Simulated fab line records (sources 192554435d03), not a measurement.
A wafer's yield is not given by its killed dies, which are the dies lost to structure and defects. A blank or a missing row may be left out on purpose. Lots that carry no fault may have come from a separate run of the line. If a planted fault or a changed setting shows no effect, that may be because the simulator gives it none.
Comparing a struck lot with a sound one	flow n5_finfet	38 steps out of a route of 1938
Sound: these wafers, L999.3, L999.4, L999.5. Struck: wafers L992.1, L992.3. (L992.4 of the same lot was not struck and is left out.) The cause comes at the end.
For every step that has rows: the tool of each side, followed by ch and its chambers, followed by its first start. Under that, the readings that differ: sound wafers	struck wafers	difference of the means	sigmas: that difference in standard deviations of wafers without a fault.
alike: readings with means less than 2 such deviations apart, plus words and numbers identical on both sides. not compared: withheld readings, readings lacking a value on some wafer, bounds such as >300 that could conceal the same value, and numbers that have no deviation in the record and whose values overlap.
Wherever a step has rows on one side only, a row that says differs or no value, or a row with sigmas, the two part there. When numbers do not overlap yet have no deviation, they are printed without sigmas and do not part them. A reading that every wafer of one side lacks parts them only if that side has two wafers or more.

first, 9 steps without rows for these wafers: N5_BEOL_M4_ANNEAL_95 (time 240 s); N5_BEOL_M4_SPUTTER_96 (material Cu, target thk 4.5 nm, time 8.29 s); N5_BEOL_M4_ECD_50 (material Cu, target thk 300 nm); N5_BEOL_M4_ANNEAL_51 (time 90 s); N5_BEOL_M4_CMP_52 (polishes, stops on SiOC, t overpolish 6.8 s, target thk 40 nm); N5_BEOL_M4_PRE_CLEAN_60 (time 15 s); N5_BEOL_M4_CO_CAP_55 (material Co, precursor CCTBA/H2, target thk 2 nm, time 102.1 s); N5_BEOL_M4_PRE_CLEAN_56 (time 15 s); N5_BEOL_M4_DEP_57 (deposits SiCN from 3MS/NH3, target thk 8 nm, time 14 s).
N5_BEOL_M4_RC_MEAS_101:
  sound on prober-02 ch 0, day 17 05:08; struck on prober-02 ch 0, day 15 11:40
  alike: DIBL_N, DIBL_P, IOFF_N, IOFF_P, ION_N, ION_P, SS_N, SS_P, VT_N, VT_P
then, 24 steps without rows for these wafers: N5_BEOL_M5_ILD_DEP_00 (deposits SiCOH lowk from DEMS/porogen, target thk 140.64 nm, time 25.9 s); N5_BEOL_M5_CURE_79 (cures SiCOH lowk, time 240 s); N5_BEOL_M5_PECVD_70 (deposits SiO2 from TEOS/O2, target thk 16 nm, time 18 s); N5_BEOL_M5_HM_DEP_02 (deposits TiN, target thk 20 nm); N5_BEOL_M5_COAT_59 (time 60 s, resist thk 60 nm); N5_BEOL_M5_COAT_60 (time 60 s, resist thk 12 nm); N5_BEOL_M5_COAT_71 (time 60 s, resist thk 5 nm); N5_BEOL_M5_COAT_05 (resist thk 30 nm); N5_BEOL_M5_EBR_07; N5_BEOL_M5_SOFTBAKE_06 (time 60 s); N5_BEOL_M5_EXPOSE_08 (exposes mask M5, target cd 28 nm); N5_BEOL_M5_PEB_09 (peb time 60 s); N5_BEOL_M5_DEVELOP_10 (develop time 30 s); N5_BEOL_M5_DESCUM_16 (chemistry O2, time 7 s); N5_BEOL_M5_ETCH_72 (etches underlayer in N2/H2, target depth 6.5 nm, time 5.2 s); N5_BEOL_M5_ETCH_61 (etches SiARC in CF4, target depth 15.6 nm, time 26 s); N5_BEOL_M5_ETCH_62 (etches SOC in N2/H2, target depth 75 nm, overetch 15 nm, time 112.5 s); N5_BEOL_M5_STRIP_63 (strips in N2/H2); N5_BEOL_M5_STRIP_73 (strips in N2/H2); N5_BEOL_M5_STRIP_64 (strips in CF4); N5_BEOL_M5_HM_OPEN_17 (chemistry Cl2/BCl3, target TiN, target depth 20 nm, overetch 6 nm); N5_BEOL_M5_STRIP_19 (strips in O2); N5_BEOL_M5_COAT_65 (time 60 s, resist thk 60 nm); N5_BEOL_M5_COAT_66 (time 60 s, resist thk 12 nm).
-- here the record skips 4 days between the struck wafers' starts before and after, leaving off in module BEOL_M5 and picking up in module BEOL_M14 (first step shown: number 1767 of the route) --
N5_BEOL_M14_CMP_49: polishes, stops on SiO2, t overpolish 5.2 s, target thk 560 nm.
  sound on cmp-04 ch 0,2, day 20 14:28; struck on cmp-03 ch 1,3, day 19 16:25
reading	sound	struck	difference	sigmas
barrier_field_endpoint_s (s)	11.1 11.4 11.3	23.7 23.2	+12.2	+39
overpolish_run_s (s)	5.203 5.214 5.195	2.332 2.852	-2.612	-99 or more
time_to_endpoint_s (s)	116 121 124	158 156	+37	+7
  alike: motor_current_A, retaining_ring_pressure_frac
  not compared: pad_life_wafers
N5_BEOL_M14_THK_MEAS_50: measures by xrf.
  sound: film_metro-02 at day 20 14:46; struck: film_metro-01 at day 19 16:41
reading	sound	struck	difference	sigmas
M14_THK (nm)	529 535 563	1045 1057	+509	+23
N5_BEOL_M14_INSPECT_55: inspects for defects (darkfield).
  sound: defect_inspect-01 at day 20 14:56; struck: defect_inspect-01 at day 19 16:50
reading	sound	struck	difference	sigmas
raw_defect_count	63 37 46	6353 6456	+6356	+99 or more
N5_PASSIVATION_PROBE_49:
  sound: prober-02 at day 21 16:16; struck: prober-02 at day 20 13:01
reading	sound	struck	difference	sigmas
defect_limited_yield (%)	91.1 92.3 90.2	0 0	-91	-57
killed_at_M4_up	18 10 13	1095 1083	+1075	+99 or more
killed_dies	105 91 116	1180 1180	+1076	+57
killed_on_rim	14 18 18	152 152	+135	+31
sort_n_pass	1075 1089 1064	0 0	-1076	-54
sort_yield_pct (%)	91.1 92.3 90.2	0 0	-91	-54
  alike: killed_at_M0_to_M3, killed_at_contacts, killed_at_front_end, killed_at_other, killed_open, killed_short, sort_bin_5_function, sort_bin_6_memory, sort_bin_8_speed

## WHERE THEY PART
Last at N5_PASSIVATION_PROBE_49 as far as this record goes, first at N5_BEOL_M14_CMP_49.

WHY: what the simulator had put in
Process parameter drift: cmp-03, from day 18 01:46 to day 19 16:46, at N5_BEOL_M14_CMP_49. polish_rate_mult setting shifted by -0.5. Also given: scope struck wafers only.
